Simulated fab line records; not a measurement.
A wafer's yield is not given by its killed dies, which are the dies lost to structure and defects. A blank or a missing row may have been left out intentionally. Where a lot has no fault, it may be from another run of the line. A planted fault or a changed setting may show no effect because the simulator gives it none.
Split-lot trial :: flow n5Finfet :: 7 lots, 21 wafers read, on a route of 1938 steps

THE SPLIT ITSELF
At N5_HKMG_FIN_PEB_47 (peb time 60 s), the setting pebTimeS was moved away from the recipe's 60 s on 2 of the 21 wafers read, by -16.5% to -16.2%. The other wafers ran this setting at the recipe's value.

BETWEEN THE SPLIT AND THE READING: the file shows 1 step in between
- N5_HKMG_FIN_DEVELOP_48: develop time 30 s

THE READING
cdNm at N5_HKMG_FIN_CD_MEAS_49, given in nm (cd target 202 nm). On this fab line, fault-free wafers typically give 202.0 nm with a standard deviation of 0.78 nm.

wafer: L077.2
tool, chamber at the split: lithoTrack-01, 0
pebTimeS as run, s: 60
against the recipe: recipe
cdNm, nm: 202.2
against lot-mates on the recipe: -

wafer: L077.4
tool, chamber at the split: lithoTrack-01, 0
pebTimeS as run, s: 60
against the recipe: recipe
cdNm, nm: 201.5
against lot-mates on the recipe: -

wafer: L077.6
tool, chamber at the split: lithoTrack-01, 0
pebTimeS as run, s: 60
against the recipe: recipe
cdNm, nm: 201.3
against lot-mates on the recipe: -

wafer: L081.2
tool, chamber at the split: lithoTrack-05, 0
pebTimeS as run, s: 60
against the recipe: recipe
cdNm, nm: 201.5
against lot-mates on the recipe: -

wafer: L081.5
tool, chamber at the split: lithoTrack-05, 0
pebTimeS as run, s: 60
against the recipe: recipe
cdNm, nm: 202.4
against lot-mates on the recipe: -

wafer: L081.6
tool, chamber at the split: lithoTrack-05, 0
pebTimeS as run, s: 60
against the recipe: recipe
cdNm, nm: 202.7
against lot-mates on the recipe: -

wafer: L082.4
tool, chamber at the split: lithoTrack-01, 0
pebTimeS as run, s: 50.28
against the recipe: -16.2%
cdNm, nm: 196.5
against lot-mates on the recipe: -5.3

wafer: L082.5
tool, chamber at the split: lithoTrack-01, 0
pebTimeS as run, s: 60
against the recipe: recipe
cdNm, nm: 202.2
against lot-mates on the recipe: -

wafer: L082.6
tool, chamber at the split: lithoTrack-01, 0
pebTimeS as run, s: 60
against the recipe: recipe
cdNm, nm: 201.5
against lot-mates on the recipe: -

wafer: L086.1
tool, chamber at the split: lithoTrack-05, 0
pebTimeS as run, s: 60
against the recipe: recipe
cdNm, nm: 203.2
against lot-mates on the recipe: -

wafer: L086.3
tool, chamber at the split: lithoTrack-05, 0
pebTimeS as run, s: 60
against the recipe: recipe
cdNm, nm: 201.5
against lot-mates on the recipe: -

wafer: L086.6
tool, chamber at the split: lithoTrack-05, 0
pebTimeS as run, s: 60
against the recipe: recipe
cdNm, nm: 202.2
against lot-mates on the recipe: -

wafer: L087.1
tool, chamber at the split: lithoTrack-01, 0
pebTimeS as run, s: 60
against the recipe: recipe
cdNm, nm: 200.2
against lot-mates on the recipe: -

wafer: L087.4
tool, chamber at the split: lithoTrack-01, 0
pebTimeS as run, s: 60
against the recipe: recipe
cdNm, nm: 200.9
against lot-mates on the recipe: -

wafer: L087.6
tool, chamber at the split: lithoTrack-01, 0
pebTimeS as run, s: 50.09
against the recipe: -16.5%
cdNm, nm: 193.7
against lot-mates on the recipe: -6.9

wafer: L090.2
tool, chamber at the split: lithoTrack-05, 0
pebTimeS as run, s: 60
against the recipe: recipe
cdNm, nm: 203.0
against lot-mates on the recipe: -

wafer: L090.3
tool, chamber at the split: lithoTrack-05, 0
pebTimeS as run, s: 60
against the recipe: recipe
cdNm, nm: 203.3
against lot-mates on the recipe: -

wafer: L090.6
tool, chamber at the split: lithoTrack-05, 0
pebTimeS as run, s: 60
against the recipe: recipe
cdNm, nm: 201.7
against lot-mates on the recipe: -

wafer: L095.1
tool, chamber at the split: lithoTrack-01, 0
pebTimeS as run, s: 60
against the recipe: recipe
cdNm, nm: 201.5
against lot-mates on the recipe: -

wafer: L095.3
tool, chamber at the split: lithoTrack-01, 0
pebTimeS as run, s: 60
against the recipe: recipe
cdNm, nm: 200.7
against lot-mates on the recipe: -

wafer: L095.4
tool, chamber at the split: lithoTrack-01, 0
pebTimeS as run, s: 60
against the recipe: recipe
cdNm, nm: 201.8
against lot-mates on the recipe: -

THE FIT
A straight line over all 21 wafers: cdNm changes by +0.414 nm for each +1% of pebTimeS; r = +0.92; the points scatter about the line by 0.92 nm.
The same after taking each lot's own level away (the mean of its wafers on the recipe; 21 wafers): +0.373 nm for each +1%; r = +0.96; scatter 0.57 nm.
According to that fit, moving pebTimeS by its largest amount changes the reading by 6.2 nm.
The span of the lots' own levels, 200.55 to 202.67 nm, comes to 2.7 times the standard deviation stated above.
Thus the slope moves with the lot-to-lot level: the two fits are different.
Check: -5.45 nm against its lot-mates is what the line predicts for one of the wafers moved furthest among these (-16.5%) when that wafer is left out of the fit. Against them it came out at -6.85 nm.

FILE'S OWN FIT
cdNm changes by +0.372 nm for each +1% of pebTimeS, r = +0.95.
